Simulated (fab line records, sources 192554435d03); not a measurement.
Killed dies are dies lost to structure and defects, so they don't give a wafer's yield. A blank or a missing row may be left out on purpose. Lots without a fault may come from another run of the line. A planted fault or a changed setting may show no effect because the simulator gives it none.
Which tool did it? | flow n5_finfet | 11 lots, 33 wafers sampled, at 2 steps of a route of 1938

WHAT THE GAUGES READ, wafer by wafer
N5_DUMMY_GATE_CD_MEAS_24: target cd 15 nm. Usual: cd_nm 15.3 nm, standard deviation 0.59.
lot  | measured    | on        | cd_nm (nm)     | flag
L979 | day 4 07:10 | cd_sem-01 | 14.8 15.8 15.1 |
L980 | day 4 12:05 | cd_sem-01 | 14.6 14.9 15.3 |
L982 | day 4 23:56 | cd_sem-03 | 15.0 15.5 15.0 |
L983 | day 5 06:23 | cd_sem-01 | 15.8 15.0 15.8 |
L985 | day 5 18:56 | cd_sem-01 | 15.5 15.9 15.0 |
L986 | day 6 02:19 | cd_sem-03 | 15.1 16.4 14.5 |
L987 | day 6 09:51 | cd_sem-02 | 14.5 16.1 15.4 |
L992 | day 7 12:05 | cd_sem-02 | 14.7 14.9 15.6 |
L993 | day 7 16:56 | cd_sem-01 | 15.8 15.7 15.2 |
L994 | day 7 22:38 | cd_sem-02 | 15.5 15.5 15.2 |
L995 | day 8 06:00 | cd_sem-02 | 15.5 13.9 15.4 |

WHICH TOOL RAN EACH LOT (tool, then ch and the chambers of the sampled wafers, then the start)
lot  | N5_DUMMY_GATE_HM_OPEN_21
L979 | rie_diel-05 ch 0,1,2, day 4 06:47
L980 | rie_diel-01 ch 0,1,2, day 4 11:43
L982 | rie_diel-04 ch 0,2,3, day 4 23:33
L983 | rie_diel-05 ch 0,1,3, day 5 06:02
L985 | rie_diel-01 ch 1,3, day 5 18:34
L986 | rie_diel-05 ch 0,2,3, day 6 01:57
L987 | rie_diel-05 ch 0,2,3, day 6 09:29
L992 | rie_diel-04 ch 0,2, day 7 11:43
L993 | rie_diel-04 ch 1,2, day 7 16:35
L994 | rie_diel-04 ch 0,3, day 7 22:16
L995 | rie_diel-01 ch 0,1,2, day 8 05:38
- N5_DUMMY_GATE_HM_OPEN_21: chemistry CH3F/O2, target SiNx, target depth 120 nm, time 171.4 s.

WHAT THE TOOLS THEMSELVES READ (means of the sampled wafers that have a number; where no wafer has one, the mark that the record gives instead)
N5_DUMMY_GATE_HM_OPEN_21. Usual: drypump_motor_current_A 5.6 A, standard deviation 0.36; mfc_ar_sccm 150.0 sccm, standard deviation 0.44; oes_product_au 0.79 a.u., standard deviation 0.093; rf_vpp_V 299 V, standard deviation 6.4; showerhead_plenum_p_Torr 2.08 Torr, standard deviation 0.035; throttle_valve_pct 16.36 %, standard deviation 0.19.
lot  | tool        | drypump_motor_current_A (A) | mfc_ar_sccm (sccm) | oes_product_au (a.u.) | rf_vpp_V (V) | showerhead_plenum_p_Torr (Torr) | throttle_valve_pct (%) | flag
L979 | rie_diel-05 | 5.4                         | 149.9              | 0.78                  | 300          | 2.09                            | 16.41                  |
L980 | rie_diel-01 | 5.7                         | 150.1              | 0.84                  | 299          | 2.04                            | 16.47                  |
L982 | rie_diel-04 | 5.8                         | 149.9              | 0.76                  | 300          | 2.07                            | 16.45                  |
L983 | rie_diel-05 | 5.5                         | 149.9              | 0.79                  | 296          | 2.10                            | 16.36                  |
L985 | rie_diel-01 | 5.9                         | 149.8              | 0.81                  | 299          | 2.10                            | 16.39                  |
L986 | rie_diel-05 | 5.5                         | 149.6              | 0.81                  | 301          | 2.09                            | 16.30                  |
L987 | rie_diel-05 | 5.5                         | 149.0              | 0.80                  | 301          | 2.08                            | 16.30                  |
L992 | rie_diel-04 | 5.8                         | 149.6              | 0.70                  | 295          | 2.07                            | 16.69                  |
L993 | rie_diel-04 | 5.7                         | 149.9              | 0.71                  | 297          | 2.06                            | 16.59                  |
L994 | rie_diel-04 | 5.9                         | 149.8              | 0.79                  | 307          | 2.07                            | 16.26                  |
L995 | rie_diel-01 | 5.7                         | 150.0              | 0.80                  | 299          | 2.03                            | 16.53                  |

THE ANSWER, worked out from the rows above alone
Rule: a lot is off if the mean of its wafers that have a number lies more than 3 standard deviations from the usual mean. A lot without any number at a reading at which 4 lots or more have one is off too. The other lots that the step has rows for count as sound. The gauges are gone through in route order, then the tools' own readings, and for those a lot's mean is taken as printed above. The first step at which some lot is off is used, and at that step the reading that is off furthest; a lot without a number counts as furthest.
No lot is off at any reading shown: from this, nothing can be told.

WHAT THE SIMULATOR HAD PUT IN
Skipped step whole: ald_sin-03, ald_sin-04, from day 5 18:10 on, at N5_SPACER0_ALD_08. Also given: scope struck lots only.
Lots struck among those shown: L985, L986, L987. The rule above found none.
